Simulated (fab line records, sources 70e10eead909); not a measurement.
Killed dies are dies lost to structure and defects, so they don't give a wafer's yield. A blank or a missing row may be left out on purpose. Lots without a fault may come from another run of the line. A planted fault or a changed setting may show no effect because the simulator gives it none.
Which tool did it? | flow nand_harc | 14 lots, 42 wafers sampled, at 1 step of a route of 1302

WHAT THE GAUGES READ, wafer by wafer
NHARC_A_CONTACT_OVL_MEAS_70. Usual: overlay_x_nm -0.3 nm, standard deviation 0.82; overlay_y_nm 0.0 nm, standard deviation 0.72.
lot  | measured     | on         | overlay_x_nm (nm) | overlay_y_nm (nm) | flag
L391 | day 22 04:43 | overlay-02 | -0.8 -0.4 -0.7    | 0.2 -0.2 0.2      |
L393 | day 22 13:53 | overlay-02 | -0.4 -0.5 -0.2    | 1.7 1.8 2.2       |
L392 | day 22 16:58 | overlay-02 | -0.4 -0.3 -0.2    | -1.1 -0.6 -1.0    |
L395 | day 23 20:16 | overlay-02 | -0.7 -0.6 -1.0    | 0.1 0.0 0.0       |
L397 | day 24 00:23 | overlay-02 | 1.4 0.9 1.1       | 0.4 0.4 0.8       |
L398 | day 24 01:26 | overlay-02 | -1.4 -1.1 -1.4    | 0.0 0.5 -0.6      |
L399 | day 26 08:06 | overlay-02 | 0.3 0.5 0.2       | -0.2 -0.2 -0.5    |
L408 | day 29 10:10 | overlay-02 | 1.2 0.9 1.0       | 0.7 0.3 1.2       |
L404 | day 29 12:43 | overlay-02 | -0.6 0.3 0.0      | 0.0 0.1 -0.2      |
L413 | day 30 10:59 | overlay-01 | 1.4 0.6 0.9       | -0.9 -0.9 -0.6    |
L411 | day 30 11:29 | overlay-01 | -1.4 -1.3 -1.6    | 1.4 1.1 0.9       |
L412 | day 30 20:45 | overlay-02 | -1.2 -1.6 -1.6    | -0.3 -0.8 -0.7    |
L410 | day 31 05:49 | overlay-02 | -1.5 -1.6 -1.6    | -0.6 -0.5 -0.9    |
L414 | day 31 09:50 | overlay-01 | 1.4 0.8 -0.1      | -0.4 -0.6 -0.9    |

WHICH TOOL RAN EACH LOT (tool, then ch and the chambers of the sampled wafers, then the start)
The record holds no process step before these readings.

WHAT THE TOOLS THEMSELVES READ (means of the sampled wafers that have a number; where no wafer has one, the mark that the record gives instead)
The record holds no such reading with a usual standard deviation.

THE ANSWER, worked out from the rows above alone
Rule: a lot is off if the mean of its wafers that have a number lies more than 3 standard deviations from the usual mean. A lot without any number at a reading at which 4 lots or more have one is off too. The other lots that the step has rows for count as sound. The gauges are gone through in route order, then the tools' own readings, and for those a lot's mean is taken as printed above. The first step at which some lot is off is used, and at that step the reading that is off furthest; a lot without a number counts as furthest.
No lot is off at any reading shown: from this, nothing can be told.

WHAT THE SIMULATOR HAD PUT IN
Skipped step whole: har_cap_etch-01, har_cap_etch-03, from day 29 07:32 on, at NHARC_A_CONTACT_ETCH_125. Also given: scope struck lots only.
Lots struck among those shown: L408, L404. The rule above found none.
